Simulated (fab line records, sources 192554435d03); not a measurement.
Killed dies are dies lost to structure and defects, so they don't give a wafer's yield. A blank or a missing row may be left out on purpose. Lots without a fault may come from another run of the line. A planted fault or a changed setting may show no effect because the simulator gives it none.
fab line records | flow n5_finfet
record lots=24 wafers=72 last_day=19
route steps=1938 shown BEOL_M3@973 BEOL_M4@1021
lots that met no fault: from a run of the same line without faults
start_h: hours from the record's first day to the start of the lot's first wafer shown | wait_h: hours since the lot's step before | " the same as in the row above | L1.1+2: a row that stands for several wafers | - no value, or no start given | * or withheld: withheld | < > ~ a bound
route shown NAME@n: a module of which the file shows steps, and the number in the route of the first | usual: mean/standard deviation of fault-free wafers | same: alike in all rows | chamber/n: place in a boat | sites: the reading at each site | _std_site: their standard deviation | _edge_site: outer sites' mean less inner sites' | radius_mm: how far each site lies from the wafer's centre | mask NAME#n: copy n | behind: the tool/chamber that last shaped the wafer | hold: why the lot was held/for how many hours/how that ended | device: the transistor (n, p or np) that didn't switch | end of line: the same wafers' tests at the end of the route | a step without rows: its recipe alone | killed: dies lost to structure and defects at the first sort, not the wafer's yield | map: a wafer's dies, x killed, . not, _ none there
set.NAME: the setting as run; set.NAME@STEP: as run at that earlier step | model.NAME: the simulator's own value behind a step, which no gauge read
steps of the route over a sample of lots; a table a step, a row a wafer
services: from which hour (start_h, from the record's first day; less than 0 if before it) a tool's chamber was out of use, for how many hours, and why
## steps
# step N5_BEOL_M3_ETCHBACK_99
# recipe chemistry=CHF3 target=SiO2 target_depth_a=50 time_s=10.4 source_w=215 bias_w=47 Ar_flow_sccm=200 CHF3_flow_sccm=12 ion_energy_ev=100 pressure_mtorr=30
# usual chamber_pressure_mTorr=30.00/0.03 drypump_motor_current_A=5.9/0.37 oes_product_au=0.79/0.097 rf_vpp_V=242/4.2 showerhead_plenum_p_Torr=2.19/0.058 throttle_valve_pct=17.13/0.2
# columns lot.wafer tool chamber start_h wait_h chamber_pressure_mTorr drypump_motor_current_A oes_product_au rf_hours_counter_h rf_vpp_V showerhead_plenum_p_Torr throttle_valve_pct
L074.1 rie_diel-02 3 167.94 0.5 29.94 6.3 0.92 21 237 2.28 16.85
L074.3 " 1 " " 30.02 5.7 0.95 4 243 2.22 16.88
L074.5 " 0 " " 30.00 5.4 0.74 - 241 2.22 17.42
L075.1 rie_diel-01 1 181.19 2.5 29.98 5.8 0.70 250 232 2.22 17.58
L075.4 " 1 " " 30.02 5.8 0.69 - 232 2.22 17.57
L075.6 " 3 " " 30.03 5.8 0.86 - 244 2.19 17.10
L076.2 rie_diel-01 0 186.23 6.7 29.98 6.3 0.86 53 248 2.19 17.28
L076.3 " 3 " " 29.97 5.9 0.87 57 243 2.19 17.13
L076.6 " 3 " " 30.01 5.9 0.88 - 244 2.19 17.11
L077.2 rie_diel-05 2 193.48 13.9 30.00 5.0 0.74 176 242 2.07 17.05
L077.3 " 1 " " 30.03 6.0 0.76 138 248 2.14 17.06
L077.4 " 0 " " 29.97 6.1 0.68 218 242 2.22 17.25
L078.1 rie_diel-05 1 203.19 20.0 30.01 6.0 0.75 140 248 2.14 17.05
L078.3 " 0 " " 30.05 6.1 0.68 220 241 2.22 17.25
L078.6 " 0 " " 29.99 6.1 0.68 - 242 2.22 17.26
L080.1 rie_diel-01 3 203.34 15.7 30.03 5.8 0.85 66 243 2.18 17.13
L080.3 " 0 " " 29.98 6.3 0.84 62 247 2.19 17.29
L080.4 " 0 " " 29.98 6.3 0.84 - 247 2.19 17.28
L079.2 rie_diel-01 0 207.24 19.1 30.04 6.4 0.84 64 247 2.19 17.28
L079.3 " 0 " " 30.03 6.3 0.84 - 248 2.19 17.29
L079.5 " 2 " " 30.01 5.8 0.98 - 243 2.28 16.81
L081.1 rie_diel-02 0 207.30 13.3 30.00 5.4 0.74 172 244 2.22 17.43
L081.4 " 2 " " 30.00 6.2 0.68 - 242 2.12 16.97
L081.6 " 0 " " 30.06 5.5 0.74 - 243 2.22 17.42
L082.1 rie_diel-05 3 220.97 19.5 29.94 5.8 0.68 246 245 2.20 17.33
L082.3 " 2 " " 30.02 5.0 0.74 183 243 2.07 17.09
L082.6 " 0 " " 29.99 6.1 0.68 - 241 2.22 17.26
L083.1 rie_diel-05 0 226.93 3.7 30.02 6.1 0.68 226 243 2.22 17.28
L083.2 " 3 " " 29.98 5.8 0.68 247 244 2.20 17.33
L083.3 " 1 " " 30.02 6.0 0.74 147 249 2.14 17.07
L084.3 rie_diel-01 0 230.70 0.9 30.01 6.3 0.83 71 247 2.19 17.30
L084.4 " 3 " " 29.99 5.8 0.85 73 245 2.18 17.13
L084.6 " 0 " " 29.98 6.3 0.83 - 247 2.19 17.30
L087.1 rie_diel-02 3 247.73 6.0 29.99 6.3 0.87 48 236 2.27 16.89
L087.4 " 1 " " 30.04 5.7 0.89 24 243 2.21 16.88
L087.5 " 3 " " 30.04 6.2 0.88 - 236 2.27 16.89
L086.1 rie_diel-02 3 251.24 9.0 30.05 6.3 0.86 49 236 2.27 16.91
L086.4 " 1 " " 29.98 5.7 0.89 25 245 2.21 16.90
L086.5 " 1 " " 29.99 5.7 0.89 - 244 2.21 16.91
L085.3 rie_diel-05 1 251.27 9.0 30.02 6.1 0.74 156 249 2.14 17.09
L085.5 " 0 " " 29.99 6.1 0.68 - 241 2.22 17.27
L085.6 " 2 " " 29.96 5.0 0.73 - 240 2.06 17.09
L089.2 rie_diel-02 1 259.78 5.0 29.99 5.7 0.89 28 243 2.21 16.92
L089.3 " 3 " " 30.04 6.2 0.86 52 235 2.26 16.90
L089.5 " 1 " " 30.03 5.7 0.90 - 244 2.21 16.90
L088.3 rie_diel-02 3 263.13 4.6 29.98 6.3 0.85 53 236 2.26 16.90
L088.5 " 3 " " 29.99 6.3 0.86 - 234 2.26 16.91
L088.6 " 0 " " 29.99 5.5 0.73 - 242 2.21 17.46
L091.1 rie_diel-02 3 274.30 8.0 29.98 6.2 0.87 56 236 2.26 16.90
L091.4 " 2 " " 29.99 6.2 0.66 240 242 2.11 17.04
L091.6 " 0 " " 30.04 5.5 0.72 - 242 2.21 17.47
L090.1 rie_diel-05 2 275.32 10.1 29.96 5.0 0.72 203 242 2.06 17.10
L090.3 " 1 " " 30.00 6.0 0.73 166 247 2.13 17.10
L090.6 " 1 " " 30.04 6.0 0.73 - 248 2.13 17.09
L092.2 rie_diel-05 3 283.61 13.4 29.98 5.8 0.95 7 242 2.19 16.91
L092.3 " 0 " " 30.06 6.1 0.67 244 242 2.21 17.31
L092.6 " 3 " " 30.01 5.8 0.95 - 244 2.19 16.90
L093.1 rie_diel-02 2 286.75 14.1 30.00 6.1 0.65 244 242 2.11 17.02
L093.3 " 1 " " 30.01 5.7 0.86 35 243 2.21 16.92
L093.5 " 3 " " 29.98 6.3 0.84 - 235 2.26 16.92
L094.3 rie_diel-01 0 287.08 5.7 29.94 6.3 0.81 90 246 2.18 17.33
L094.5 " 0 " " 29.97 6.3 0.82 - 248 2.18 17.35
L094.6 " 3 " " 30.02 5.8 0.82 - 244 2.18 17.18
L095.2 rie_diel-05 3 292.68 9.9 29.98 5.8 0.93 9 242 2.19 16.90
L095.4 " 1 " " 29.96 6.0 0.73 171 247 2.13 17.09
L095.5 " 2 " " 29.99 5.0 0.71 - 242 2.06 17.09
L096.3 rie_diel-01 3 298.24 2.3 29.94 5.8 0.82 92 245 2.18 17.16
L096.4 " 1 " " 29.96 5.8 0.89 26 233 2.21 17.11
L096.5 " 3 " " 30.02 5.8 0.83 - 244 2.18 17.16
L097.1 rie_diel-02 0 304.43 0.5 30.05 5.5 0.71 199 242 2.21 17.49
L097.3 " 2 " " 30.02 6.2 0.66 248 241 2.11 17.05
L097.4 " 1 " " 29.99 5.7 0.86 40 243 2.21 16.95
# step N5_BEOL_M3_VIA_ETCH_34
# recipe chemistry=C4F6/O2 target_depth_a=694 mask_material=SOC pressure_mtorr=15 ion_energy_ev=250 taper_deg=4 time_s=65.9 source_w=350 bias_w=170 Ar_flow_sccm=300 C4F6_flow_sccm=10 O2_flow_sccm=10
# usual chamber_pressure_mTorr=15.001/0.019 drypump_motor_current_A=5.9/0.37 oes_product_au=0.79/0.096 rf_vpp_V=670/12 showerhead_plenum_p_Torr=2.89/0.074 throttle_valve_pct=30.82/0.23
# columns lot.wafer tool chamber start_h wait_h chamber_pressure_mTorr drypump_motor_current_A oes_product_au rf_hours_counter_h rf_vpp_V showerhead_plenum_p_Torr throttle_valve_pct
L074.1 rie_diel-02 3 168.07 0.0 14.992 6.2 0.92 21 653 3.00 30.62
L074.3 " 1 " " 14.995 5.7 0.95 5 675 2.93 30.93
L074.5 " 0 " " 15.027 5.5 0.75 - 670 2.93 31.15
L075.1 rie_diel-01 1 181.33 0.0 14.994 5.8 0.69 250 639 2.93 31.40
L075.4 " 1 " " 15.025 5.8 0.69 - 640 2.93 31.41
L075.6 " 3 " " 15.015 5.8 0.87 - 675 2.89 30.79
L076.2 rie_diel-01 0 186.37 0.0 15.000 6.3 0.87 53 686 2.89 31.02
L076.3 " 3 " " 15.019 5.8 0.87 57 674 2.89 30.78
L076.6 " 3 " " 15.012 5.9 0.87 - 674 2.89 30.81
L077.2 rie_diel-05 2 193.62 0.0 14.981 5.0 0.74 176 666 2.74 30.75
L077.3 " 1 " " 15.017 6.0 0.75 138 687 2.83 30.61
L077.4 " 0 " " 15.008 6.1 0.68 219 667 2.93 30.81
L078.1 rie_diel-05 1 203.33 0.0 14.970 6.0 0.75 140 687 2.83 30.61
L078.3 " 0 " " 14.976 6.1 0.68 220 666 2.93 30.78
L078.6 " 0 " " 14.989 6.1 0.68 - 668 2.93 30.80
L080.1 rie_diel-01 3 203.48 0.0 15.000 5.8 0.84 66 675 2.88 30.80
L080.3 " 0 " " 15.008 6.3 0.84 62 685 2.89 31.05
L080.4 " 0 " " 15.002 6.3 0.83 - 685 2.89 31.05
L081.1 rie_diel-02 0 207.43 0.0 14.985 5.5 0.72 172 671 2.93 31.16
L081.4 " 2 " " 14.970 6.2 0.68 - 668 2.80 30.51
L081.6 " 0 " " 15.004 5.5 0.73 - 670 2.93 31.17
L079.2 rie_diel-01 0 207.45 0.0 14.999 6.3 0.84 64 685 2.89 31.04
L079.3 " 0 " " 14.994 6.3 0.84 - 684 2.89 31.05
L079.5 " 2 " " 15.010 5.9 0.99 - 669 3.00 30.42
L082.1 rie_diel-05 3 221.11 0.0 15.003 5.7 0.68 246 674 2.90 30.83
L082.3 " 2 " " 14.992 5.1 0.74 183 668 2.73 30.75
L082.6 " 0 " " 15.000 6.1 0.68 - 667 2.93 30.80
L083.1 rie_diel-05 0 227.07 0.0 14.980 6.1 0.69 226 667 2.93 30.82
L083.2 " 3 " " 15.019 5.8 0.68 247 675 2.90 30.84
L083.3 " 1 " " 14.991 6.0 0.75 147 686 2.83 30.62
L084.3 rie_diel-01 0 230.84 0.0 15.016 6.3 0.84 72 686 2.88 31.05
L084.4 " 3 " " 15.002 5.9 0.85 73 673 2.88 30.81
L084.6 " 0 " " 14.994 6.4 0.84 - 685 2.88 31.04
L087.1 rie_diel-02 3 247.86 0.0 15.016 6.3 0.88 48 652 2.99 30.65
L087.4 " 1 " " 15.009 5.7 0.89 24 673 2.92 30.93
L087.5 " 3 " " 15.014 6.2 0.87 - 653 2.99 30.66
L086.1 rie_diel-02 3 251.37 0.0 15.002 6.3 0.87 49 653 2.99 30.65
L086.4 " 1 " " 15.024 5.7 0.90 25 674 2.92 30.92
L086.5 " 1 " " 14.979 5.7 0.89 - 676 2.92 30.94
L085.3 rie_diel-05 1 251.41 0.0 14.998 6.1 0.74 156 685 2.82 30.61
L085.5 " 0 " " 15.006 6.1 0.68 - 668 2.92 30.82
L085.6 " 2 " " 14.987 5.0 0.73 - 668 2.73 30.77
L089.2 rie_diel-02 1 259.92 0.0 14.986 5.7 0.88 28 674 2.92 30.92
L089.3 " 3 " " 15.025 6.3 0.86 52 653 2.98 30.68
L089.5 " 1 " " 14.996 5.7 0.88 - 675 2.92 30.94
L088.3 rie_diel-02 3 263.27 0.0 15.034 6.3 0.87 53 654 2.98 30.66
L088.5 " 3 " " 15.024 6.3 0.87 - 654 2.98 30.68
L088.6 " 0 " " 15.008 5.5 0.72 - 672 2.92 31.16
L091.1 rie_diel-02 3 274.43 0.0 15.002 6.3 0.84 56 653 2.98 30.66
L091.4 " 2 " " 15.008 6.2 0.65 240 668 2.79 30.54
L091.6 " 0 " " 15.009 5.4 0.72 - 671 2.92 31.19
L090.1 rie_diel-05 2 275.46 0.0 15.001 5.0 0.72 203 668 2.73 30.78
L090.3 " 1 " " 14.987 6.0 0.74 166 685 2.82 30.66
L090.6 " 1 " " 14.986 6.0 0.74 - 686 2.82 30.64
L092.2 rie_diel-05 3 283.75 0.0 15.003 5.7 0.95 7 676 2.89 30.64
L092.3 " 0 " " 15.011 6.1 0.68 244 666 2.92 30.82
L092.6 " 3 " " 14.991 5.8 0.95 - 675 2.89 30.65
L093.1 rie_diel-02 2 286.89 0.0 14.999 6.2 0.66 244 668 2.79 30.54
L093.3 " 1 " " 15.006 5.7 0.88 35 674 2.92 30.94
L093.5 " 3 " " 14.997 6.3 0.86 - 655 2.98 30.67
L094.3 rie_diel-01 0 287.22 0.0 15.035 6.3 0.82 90 686 2.88 31.07
L094.5 " 0 " " 14.999 6.3 0.83 - 685 2.88 31.06
L094.6 " 3 " " 15.007 5.8 0.83 - 674 2.87 30.80
L095.2 rie_diel-05 3 292.81 0.0 14.992 5.8 0.94 9 674 2.89 30.65
L095.4 " 1 " " 14.977 6.0 0.73 171 685 2.82 30.64
L095.5 " 2 " " 15.000 5.0 0.72 - 667 2.72 30.79
L096.3 rie_diel-01 3 298.38 0.0 15.006 5.8 0.82 92 674 2.87 30.83
L096.4 " 1 " " 14.980 5.8 0.88 26 639 2.92 30.94
L096.5 " 3 " " 15.000 5.8 0.81 - 674 2.87 30.80
L097.1 rie_diel-02 0 304.57 0.0 14.995 5.5 0.73 199 672 2.91 31.19
L097.3 " 2 " " 15.018 6.2 0.66 248 666 2.79 30.54
L097.4 " 1 " " 14.997 5.7 0.87 40 673 2.91 30.95
# step N5_BEOL_M3_ALD_84
# recipe material=TaN target_thk_a=* temp_c=275 ald_precursor_family=PDMAT ald_co_reactant=NH3 pressure_torr=3 carrier_flow_sccm=1500 pulse_time_s=2 purge_time_s=3 co_reactant_purge_time_s=2 co_reactant_pulse_time_s=3 ald_cycles=30 precursor_vessel_temp_c=75 precursor_vessel_pressure_torr=26.25 precursor_vessel_carrier_sccm=1000
# usual heater_power_w=408/59
# same purge_time_s=3
# columns lot.wafer tool chamber start_h wait_h heater_power_w
L074.1 ald_metal-03 2 168.74 0.0 473
L074.3 " 0 " " 376
L074.5 " 0 " " 388
L075.1 ald_metal-02 0 182.35 0.1 362
L075.4 " 2 " " 332
L075.6 " 3 " " 444
L076.2 ald_metal-02 3 189.54 0.0 426
L076.3 " 0 " " 360
L076.6 " 0 " " 359
L077.2 ald_metal-03 2 194.78 0.0 488
L077.3 " 0 " " 385
L077.4 " 1 " " 408
L078.1 ald_metal-01 2 204.11 0.1 403
L078.3 " 0 " " 441
L078.6 " 3 " " 354
L080.1 ald_metal-03 3 204.12 0.1 488
L080.3 " 0 " " 386
L080.4 " 2 " " 489
L081.1 ald_metal-02 0 208.55 0.1 371
L081.4 " 0 " " 362
L081.6 " 2 " " 335
L079.2 ald_metal-03 3 208.97 0.1 494
L079.3 " 2 " " 483
L079.5 " 3 " " 487
L082.1 ald_metal-02 3 221.96 0.1 437
L082.3 " 0 " " 365
L082.6 " 0 " " 358
L083.1 ald_metal-02 0 228.20 0.0 361
L083.2 " 3 " " 439
L083.3 " 2 " " 334
L084.3 ald_metal-03 3 231.45 0.1 493
L084.4 " 0 " " 385
L084.6 " 3 " " 485
L087.1 ald_metal-01 2 248.88 0.1 391
L087.4 " 0 " " 444
L087.5 " 1 " " 495
L086.1 ald_metal-02 3 252.32 0.0 432
L086.4 " 0 " " 357
L086.5 " 3 " " 448
L085.3 ald_metal-01 2 252.62 0.1 397
L085.5 " 3 " " 365
L085.6 " 2 " " 397
L089.2 ald_metal-03 1 260.77 0.1 409
L089.3 " 0 " " 391
L089.5 " 0 " " 387
L088.3 ald_metal-01 0 264.15 0.2 445
L088.5 " 0 " " 441
L088.6 " 3 " " 361
L091.1 ald_metal-02 3 275.62 0.0 448
L091.4 " 1 " " 302
L091.6 " 1 " " 291
L090.1 ald_metal-01 3 276.56 0.1 364
L090.3 " 1 " " 502
L090.6 " 3 " " 370
L092.2 ald_metal-01 0 284.69 0.0 445
L092.3 " 1 " " 517
L092.6 " 2 " " 397
L093.1 ald_metal-01 2 287.79 0.2 400
L093.3 " 3 " " 365
L093.5 " 1 " " 498
L094.3 ald_metal-02 1 287.91 0.2 300
L094.5 " 3 " " 439
L094.6 " 0 " " 368
L095.2 ald_metal-01 1 293.37 0.0 505
L095.4 " 0 " " 448
L095.5 " 1 " " 497
L096.3 ald_metal-01 1 299.28 0.0 499
L096.4 " 0 " " 435
L096.5 " 3 " " 367
L097.1 ald_metal-02 2 306.44 0.0 331
L097.3 " 3 " " 430
L097.4 " 0 " " 359
# step N5_BEOL_M3_SURFACE_TREAT_85
# recipe gas=Ar time_s=* ion_energy_ev=* ion_current_ma_cm2=0.5 pressure_mtorr=* ar_flow_sccm=30
# usual throttle_valve_pct=*
# columns lot.wafer tool chamber start_h wait_h throttle_valve_pct
L074.1 pvd_sputter-03 - 169.78 0.9 *
L074.3 " - " " *
L074.5 " - " " *
L075.1 pvd_sputter-01 - 182.75 0.3 *
L075.4 " - " " *
L075.6 " - " " *
L076.2 pvd_sputter-03 - 189.84 0.2 *
L076.3 " - " " *
L076.6 " - " " *
L077.2 pvd_sputter-02 - 195.10 0.2 *
L077.3 " - " " *
L077.4 " - " " *
L078.1 pvd_sputter-02 - 204.53 0.3 *
L078.3 " - " " *
L078.6 " - " " *
L080.1 pvd_sputter-03 - 204.61 0.4 *
L080.3 " - " " *
L080.4 " - " " *
L081.1 pvd_sputter-02 - 208.81 0.2 *
L081.4 " - " " *
L081.6 " - " " *
L079.2 pvd_sputter-02 - 210.97 1.9 *
L079.3 " - " " *
L079.5 " - " " *
L082.1 pvd_sputter-02 - 222.68 0.6 *
L082.3 " - " " *
L082.6 " - " " *
L083.1 pvd_sputter-02 - 228.48 0.2 *
L083.2 " - " " *
L083.3 " - " " *
L084.3 pvd_sputter-01 - 231.68 0.1 *
L084.4 " - " " *
L084.6 " - " " *
L087.1 pvd_sputter-03 - 249.42 0.4 *
L087.4 " - " " *
L087.5 " - " " *
L086.1 pvd_sputter-03 - 252.62 0.2 *
L086.4 " - " " *
L086.5 " - " " *
L085.3 pvd_sputter-02 - 253.02 0.3 *
L085.5 " - " " *
L085.6 " - " " *
L089.2 pvd_sputter-02 - 261.24 0.4 *
L089.3 " - " " *
L089.5 " - " " *
L088.3 pvd_sputter-03 - 264.43 0.2 *
L088.5 " - " " *
L088.6 " - " " *
L091.1 pvd_sputter-01 - 275.90 0.2 *
L091.4 " - " " *
L091.6 " - " " *
L090.1 pvd_sputter-03 - 276.82 0.2 *
L090.3 " - " " *
L090.6 " - " " *
L092.2 pvd_sputter-01 - 285.00 0.2 *
L092.3 " - " " *
L092.6 " - " " *
L093.1 pvd_sputter-02 - 288.04 0.2 *
L093.3 " - " " *
L093.5 " - " " *
L094.3 pvd_sputter-01 - 288.14 0.1 *
L094.5 " - " " *
L094.6 " - " " *
L095.2 pvd_sputter-01 - 293.68 0.2 *
L095.4 " - " " *
L095.5 " - " " *
L096.3 pvd_sputter-03 - 299.61 0.2 *
L096.4 " - " " *
L096.5 " - " " *
L097.1 pvd_sputter-03 - 306.68 0.1 *
L097.3 " - " " *
L097.4 " - " " *
# step N5_BEOL_M3_DEP_57
# recipe material=SiCN target_thk_a=80 temp_c=withheld precursor=3MS/NH3 pressure_torr=3 rf_w=202 time_s=14
# usual showerhead_plenum_p_Torr=3.669/0.018 throttle_valve_pct=9.1/0.68
# columns lot.wafer tool chamber start_h wait_h showerhead_plenum_p_Torr throttle_valve_pct
L074.1 pecvd-03 2 172.95 0.0 3.695 8.2
L074.3 " 0 " " 3.662 10.8
L074.5 " 0 " " 3.656 10.7
L075.1 pecvd-01 1 186.54 0.0 3.689 9.0
L075.4 " 2 " " 3.663 8.5
L075.6 " 0 " " 3.681 8.5
L076.2 pecvd-02 2 192.84 0.0 3.648 9.6
L076.3 " 1 " " 3.667 9.3
L076.6 " 2 " " 3.650 9.9
L077.2 pecvd-02 2 198.37 0.0 3.646 9.7
L077.3 " 2 " " 3.646 9.8
L077.4 " 1 " " 3.679 9.1
L078.1 pecvd-01 2 208.14 0.0 3.657 8.6
L078.3 " 1 " " 3.676 9.3
L078.6 " 1 " " 3.683 9.1
L080.1 pecvd-03 2 209.48 0.0 3.689 8.3
L080.3 " 1 " " 3.690 9.5
L080.4 " 0 " " 3.666 10.8
L081.1 pecvd-02 1 212.15 0.0 3.679 9.2
L081.4 " 2 " " 3.638 9.8
L081.6 " 1 " " 3.680 9.3
L079.2 pecvd-01 2 214.57 0.0 3.665 8.9
L079.3 " 1 " " 3.689 9.2
L079.5 " 1 " " 3.681 8.9
L082.1 pecvd-01 2 225.85 0.0 3.663 8.5
L082.3 " 1 " " 3.682 9.0
L082.6 " 1 " " 3.678 9.1
L083.1 pecvd-02 1 231.57 0.0 3.672 9.2
L083.2 " 0 " " 3.648 8.5
L083.3 " 1 " " 3.676 9.3
L084.3 pecvd-02 0 234.71 0.0 3.632 8.5
L084.4 " 1 " " 3.674 9.3
L084.6 " 0 " " 3.628 8.6
L087.1 pecvd-01 0 252.49 0.0 3.684 8.4
L087.4 " 0 " " 3.691 8.6
L087.5 " 2 " " 3.654 8.8
L086.1 pecvd-02 0 255.60 0.0 3.642 8.1
L086.4 " 0 " " 3.650 8.5
L086.5 " 2 " " 3.653 8.8
L085.3 pecvd-01 1 257.64 0.0 3.668 9.5
L085.5 " 0 " " 3.687 8.5
L085.6 " 1 " " 3.687 8.9
L089.2 pecvd-01 2 264.57 0.0 3.657 8.6
L089.3 " 0 " " 3.693 8.7
L089.5 " 1 " " 3.683 9.1
L088.3 pecvd-02 1 267.46 0.0 3.678 9.3
L088.5 " 2 " " 3.641 9.2
L088.6 " 0 " " 3.643 8.5
L091.1 pecvd-01 0 278.95 0.0 3.694 8.7
L091.4 " 2 " " 3.665 8.8
L091.6 " 1 " " 3.685 9.3
L090.1 pecvd-03 0 280.02 0.0 3.664 10.8
L090.3 " 2 " " 3.691 8.3
L090.6 " 0 " " 3.664 11.1
L092.2 pecvd-02 1 288.14 0.0 3.668 9.3
L092.3 " 0 " " 3.637 8.7
L092.6 " 1 " " 3.667 9.2
L094.3 pecvd-03 2 292.77 0.0 3.687 8.3
L094.5 " 2 " " 3.685 8.1
L094.6 " 1 " " 3.690 9.5
L093.1 pecvd-02 2 296.30 0.0 3.645 9.0
L093.3 " 0 " " 3.643 8.4
L093.5 " 2 " " 3.644 9.1
L095.2 pecvd-03 0 297.38 0.0 3.664 11.0
L095.4 " 2 " " 3.689 8.1
L095.5 " 1 " " 3.689 9.4
L096.3 pecvd-01 2 302.81 0.0 3.658 8.6
L096.4 " 0 " " 3.698 8.5
L096.5 " 1 " " 3.674 9.5
L097.1 pecvd-01 1 309.66 0.0 3.688 9.3
L097.3 " 2 " " 3.662 8.9
L097.4 " 1 " " 3.685 9.6
# step N5_BEOL_M4_ILD_DEP_00
# recipe material=SiOC target_thk_a=790 temp_c=350 precursor=DEMS/O2 pressure_torr=5 rf_w=500 time_s=15.3
# usual heater_power_w=532/96 showerhead_plenum_p_Torr=5.704/0.016 throttle_valve_pct=12.1/1.2
# columns lot.wafer tool chamber start_h wait_h heater_power_w showerhead_plenum_p_Torr throttle_valve_pct
L074.1 pecvd-03 0 173.08 0.0 506 5.692 14.7
L074.3 " 1 " " 502 5.715 12.4
L074.5 " 1 " " 517 5.735 12.5
L075.1 pecvd-03 0 186.67 0.0 487 5.685 14.5
L075.4 " 1 " " 500 5.714 12.7
L075.6 " 2 " " 596 5.716 10.8
L076.2 pecvd-03 1 192.98 0.0 515 5.725 12.6
L076.3 " 0 " " 571 5.691 14.2
L076.6 " 1 " " 528 5.719 12.5
L077.2 pecvd-01 2 198.52 0.0 650 5.680 11.2
L077.3 " 0 " " 534 5.725 11.5
L077.4 " 2 " " 656 5.686 11.3
L078.1 pecvd-04 2 208.29 0.0 475 5.705 11.3
L078.3 " 0 " " 462 5.684 11.2
L078.6 " 2 " " 487 5.701 11.1
L080.1 pecvd-01 1 209.61 0.0 394 5.706 12.2
L080.3 " 2 " " 719 5.698 11.6
L080.4 " 1 " " 398 5.713 12.2
L081.1 pecvd-03 1 212.30 0.0 551 5.718 12.7
L081.4 " 1 " " 570 5.719 12.5
L081.6 " 0 " " 510 5.699 14.4
L079.2 pecvd-03 2 214.73 0.0 672 5.714 10.8
L079.3 " 1 " " 537 5.717 12.7
L079.5 " 2 " " 662 5.718 10.6
L082.1 pecvd-01 1 226.00 0.0 406 5.709 12.0
L082.3 " 1 " " 408 5.713 12.1
L082.6 " 1 " " 414 5.720 12.3
L083.1 pecvd-03 1 231.72 0.0 527 5.724 12.7
L083.2 " 0 " " 590 5.691 14.5
L083.3 " 2 " " 643 5.707 11.0
L084.3 pecvd-03 2 234.84 0.0 592 5.712 10.7
L084.4 " 1 " " 562 5.720 12.5
L084.6 " 0 " " 563 5.701 14.4
L087.1 pecvd-03 0 252.62 0.0 554 5.689 14.6
L087.4 " 0 " " 581 5.686 14.5
L087.5 " 2 " " 648 5.720 10.7
L086.1 pecvd-03 0 255.73 0.0 550 5.685 14.6
L086.4 " 1 " " 568 5.710 12.6
L086.5 " 2 " " 637 5.717 10.6
L085.3 pecvd-01 1 257.77 0.0 387 5.700 12.0
L085.5 " 2 " " 662 5.687 11.4
L085.6 " 0 " " 491 5.730 11.4
L089.2 pecvd-04 2 264.71 0.0 413 5.712 11.6
L089.3 " 1 " " 415 5.682 12.9
L089.5 " 2 " " 419 5.703 11.0
L088.3 pecvd-01 1 267.59 0.0 411 5.700 11.9
L088.5 " 0 " " 457 5.723 11.4
L088.6 " 2 " " 732 5.686 11.4
L091.1 pecvd-04 2 279.08 0.0 396 5.706 11.6
L091.4 " 0 " " 504 5.692 11.2
L091.6 " 2 " " 412 5.725 11.5
L090.1 pecvd-01 0 280.15 0.0 559 5.713 11.2
L090.3 " 1 " " 386 5.715 12.1
L090.6 " 1 " " 394 5.720 12.0
L092.2 pecvd-01 1 288.29 0.0 439 5.723 12.0
L092.3 " 2 " " 661 5.689 11.3
L092.6 " 0 " " 570 5.716 11.5
L094.3 pecvd-04 2 292.90 0.0 478 5.725 11.7
L094.5 " 2 " " 479 5.708 11.3
L094.6 " 0 " " 539 5.689 11.0
L093.1 pecvd-03 0 296.43 0.0 500 5.691 14.4
L093.3 " 2 " " 650 5.707 10.7
L093.5 " 2 " " 657 5.732 10.8
L095.2 pecvd-04 1 297.51 0.0 418 5.674 12.9
L095.4 " 0 " " 525 5.688 11.0
L095.5 " 1 " " 426 5.671 12.8
L096.3 pecvd-04 2 302.94 0.0 399 5.720 11.5
L096.4 " 2 " " 409 5.715 11.5
L096.5 " 1 " " 415 5.697 12.8
L097.1 pecvd-03 0 309.79 0.0 573 5.680 14.4
L097.3 " 1 " " 521 5.701 12.6
L097.4 " 2 " " 556 5.720 10.8
## services
# columns tool chamber start_h hours kind
pvd_sputter-03 - 144.16 23.3 repair
rie_diel-01 3 144.44 4.0 repair
pecvd-01 0 152.59 28.6 repair
rie_diel-02 2 177.07 8.7 repair
pvd_sputter-02 - 183.42 2.3 repair
pecvd-04 0 185.76 4.8 repair
pecvd-01 - 188.11 1.8 repair
ald_metal-02 1 190.80 1.8 repair
pecvd-02 0 192.78 19.7 repair
ald_metal-02 1 203.50 41.4 repair
rie_diel-02 1 203.82 16.6 repair
rie_diel-01 3 205.00 4.9 repair
pecvd-01 0 206.51 20.5 repair
pecvd-01 2 217.49 2.1 scheduled_down
ald_metal-03 - 220.47 0.9 repair
pecvd-04 - 224.36 1.5 repair
pecvd-03 0 225.67 2.2 repair
rie_diel-05 0 227.75 9.5 repair
ald_metal-02 3 232.45 10.4 repair
rie_diel-01 3 252.29 4.1 repair
rie_diel-02 - 263.90 1.7 repair
ald_metal-02 1 280.75 5.6 repair
pecvd-04 - 305.66 14.0 repair
rie_diel-01 0 309.55 5.6 repair
## key
fault none
